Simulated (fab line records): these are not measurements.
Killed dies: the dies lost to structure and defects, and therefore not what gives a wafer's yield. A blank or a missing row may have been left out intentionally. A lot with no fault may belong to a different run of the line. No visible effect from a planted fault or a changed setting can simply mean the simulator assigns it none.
Chamber matching    flow nandHarc    NHARC_A_STAIRCASE_TRIM_22 on rieDiel-04: 4 sister chambers
The step chemistry O2, time 211.2 s. 7 wafers are shown with their chamber, then 7 later ones without.

== WAFERS, EACH WITH ITS CHAMBER ==
wafer   chamber  drypumpMotorCurrentA (A)  showerheadPlenumPTorr (Torr)
L139.4  3        6.2                       3.28
L139.5  1        5.1                       3.37
L140.5  2        5.7                       3.61
L145.3  1        5.2                       3.36
L145.5  0        5.7                       3.44
L157.2  3        6.2                       3.80
L157.5  2        5.7                       3.59

== WAFERS MISSING THEIR CHAMBER ==
wafer   drypumpMotorCurrentA (A)  showerheadPlenumPTorr (Torr)
L157.6  6.2                       3.80
L155.2  6.3                       3.79
L155.4  5.7                       3.43
L155.5  5.7                       3.43
L159.1  5.7                       3.59
L159.2  5.7                       3.43
L159.5  5.7                       3.59

== CHAMBER TAKEN BY EACH ==
wafer   from the rows above      in truth
L157.6  3                        3
L155.2  3                        3
L155.4  can't be placed: 0 or 2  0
L155.5  can't be placed: 0 or 2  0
L159.1  can't be placed: 2 or 0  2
L159.2  can't be placed: 0 or 2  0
L159.5  can't be placed: 2 or 0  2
Correct placement for 2 of the 7. Can't be placed from these rows: 5 (the true chamber is among the candidates in 5). Number placed wrongly: 0.
How it was worked out, from the rows above alone: a wafer's distance from a chamber is the root of the sum, over the readings, of the square of ((its reading less the chamber's mean) divided by the reading's scatter). If the next closest chamber is less than 2 further off than the closest, the wafer can't be placed; otherwise it belongs to the closest. A chamber's mean is the mean of its shown wafers. The scatter: the root of (the sum of the squares of (reading less its chamber's mean) over the shown wafers, divided by (wafers less chambers)).
